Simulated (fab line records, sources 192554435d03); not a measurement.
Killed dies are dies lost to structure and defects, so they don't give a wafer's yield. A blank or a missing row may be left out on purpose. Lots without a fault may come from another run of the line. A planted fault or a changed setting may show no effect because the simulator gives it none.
Split-lot experiment | flow n5_finfet | 7 lots, 39 wafers read, on a route of 1938 steps

THE SPLIT
At N5_BEOL_M6_VIA_ETCH_34 (etches SiCOH lowk in C4F6/O2, target depth 126.3 nm, time 50.9 s), the setting time_s was moved away from the recipe's 50.9 s on 12 of the 39 wafers read, by -35.5% to +35.8%. The other wafers ran this setting at the recipe's value.

The reading is taken at the split's own step.

THE READING
SOC_of_BEOL_M6_COAT_63.thk_nm (the simulator's own value, which no gauge read), in nm, at N5_BEOL_M6_VIA_ETCH_34 (etches SiCOH lowk in C4F6/O2, target depth 126.3 nm, time 50.9 s). The file gives no usual value for it. The 27 wafers here that ran the recipe average 54.0 nm, standard deviation 0.19 nm.

wafer  | tool, chamber at the split | time_s as run, s | against the recipe | SOC_of_BEOL_M6_COAT_63.thk_nm, nm | against lot-mates on the recipe
L079.1 | rie_diel-06, 3             | 50.9             | recipe             | 54                                | -
L079.2 | rie_diel-06, 2             | 39.24            | -22.9%             | 55.4                              | +1.3
L079.3 | rie_diel-06, 1             | 39.24            | -22.9%             | 55.4                              | +1.3
L079.4 | rie_diel-06, 3             | 50.9             | recipe             | 54                                | -
L079.5 | rie_diel-06, 2             | 39.24            | -22.9%             | 55.4                              | +1.3
L079.6 | rie_diel-06, 1             | 50.9             | recipe             | 54.2                              | -
L077.1 | rie_diel-05, 1             | 32.83            | -35.5%             | 56.2                              | +2.3
L077.2 | rie_diel-05, 3             | 32.83            | -35.5%             | 56.4                              | +2.5
L077.3 | rie_diel-05, 0             | 50.9             | recipe             | 53.8                              | -
L077.4 | rie_diel-05, 2             | 50.9             | recipe             | 54                                | -
L077.5 | rie_diel-05, 2             | 50.9             | recipe             | 54                                | -
L077.6 | rie_diel-05, 3             | 32.83            | -35.5%             | 56.4                              | +2.5
L078.1 | rie_diel-02, 3             | 37.92            | -25.5%             | 55.8                              | +1.5
L078.2 | rie_diel-02, 0             | 50.9             | recipe             | 54.2                              | -
L078.3 | rie_diel-02, 2             | 37.92            | -25.5%             | 55.8                              | +1.5
L078.4 | rie_diel-02, 1             | 50.9             | recipe             | 54.2                              | -
L078.5 | rie_diel-02, 0             | 37.92            | -25.5%             | 55.6                              | +1.3
L078.6 | rie_diel-02, 3             | 50.9             | recipe             | 54.4                              | -
L084.1 | rie_diel-02, 0             | 69.14            | +35.8%             | 52                                | -2.1
L084.2 | rie_diel-02, 3             | 50.9             | recipe             | 54                                | -
L084.3 | rie_diel-02, 2             | 50.9             | recipe             | 54.2                              | -
L084.4 | rie_diel-02, 1             | 69.14            | +35.8%             | 51.8                              | -2.3
L084.5 | rie_diel-02, 0             | 50.9             | recipe             | 54.2                              | -
L084.6 | rie_diel-02, 3             | 69.14            | +35.8%             | 51.8                              | -2.3
L088.1 | rie_diel-02, 0             | 50.9             | recipe             | 53.8                              | -
L088.2 | rie_diel-02, 2             | 50.9             | recipe             | 54                                | -
L088.3 | rie_diel-02, 1             | 50.9             | recipe             | 53.8                              | -
L088.4 | rie_diel-02, 3             | 50.9             | recipe             | 54                                | -
L088.5 | rie_diel-02, 2             | 50.9             | recipe             | 54                                | -
L088.6 | rie_diel-02, 1             | 50.9             | recipe             | 54                                | -
L093.2 | rie_diel-06, 1             | 50.9             | recipe             | 53.6                              | -
L093.3 | rie_diel-06, 2             | 50.9             | recipe             | 53.8                              | -
L093.6 | rie_diel-06, 2             | 50.9             | recipe             | 53.8                              | -
L096.1 | rie_diel-05, 1             | 50.9             | recipe             | 54.2                              | -
L096.2 | rie_diel-05, 3             | 50.9             | recipe             | 54.4                              | -
L096.3 | rie_diel-05, 2             | 50.9             | recipe             | 54.2                              | -
L096.4 | rie_diel-05, 0             | 50.9             | recipe             | 54.2                              | -
L096.5 | rie_diel-05, 0             | 50.9             | recipe             | 54.2                              | -
L096.6 | rie_diel-05, 1             | 50.9             | recipe             | 54                                | -

THE FIT
A straight line over all 39 wafers: SOC_of_BEOL_M6_COAT_63.thk_nm changes by -0.0626 nm for each +1% of time_s; r = -0.99; the points scatter about the line by 0.17 nm.
The same after taking each lot's own level away (the mean of its wafers on the recipe; 39 wafers): -0.0631 nm for each +1%; r = -0.99; scatter 0.12 nm.
On that fit, the largest move of time_s shifts the reading by 2.3 nm.
The lots' own levels span 53.73 to 54.27 nm, that is 2.8 times the standard deviation above.
So the lot-to-lot level changes the slope little: the two slopes agree.
Check: with one of the wafers moved furthest among these (+35.8%) left out of the fit, the line predicts -2.3 nm for it against its lot-mates. It came out at -2.13 nm against them.

OTHER SPLITS ON THESE WAFERS
These wafers also went through other splits before the reading. Each is held against what the fit with the lots' levels taken away leaves over:
other split on the same wafers        | wafers away from the commonest value | r with SOC_of_BEOL_M6_COAT_63.thk_nm (lot level and that fit taken away)
N5_SD_EPI_N_ETCH_45 target_depth_a    | 9                                    | -0.07
N5_MOL_CONTACT_COAG_ALD_27 ald_cycles | 15                                   | -0.13

THE WHOLE CHAIN: every reading that the file lists as answering this split, in the file's order
step                   | what it does                                                     | reading                                                                        | change (the file's fit)               | r (the file's)
N5_BEOL_M6_VIA_ETCH_34 | etches SiCOH lowk in C4F6/O2, target depth 126.3 nm, time 50.9 s | etch.depth_nm (the simulator's own value, which no gauge read)                 | +1.31 nm for each +1% of the setting  | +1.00
N5_BEOL_M6_VIA_ETCH_34 | etches SiCOH lowk in C4F6/O2, target depth 126.3 nm, time 50.9 s | SOC_of_BEOL_M6_COAT_63.thk_nm (the simulator's own value, which no gauge read) | -0.063 nm for each +1% of the setting | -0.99

THE FILE'S OWN FIT
SOC_of_BEOL_M6_COAT_63.thk_nm changes by -0.063 nm for each +1% of time_s, r = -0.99.
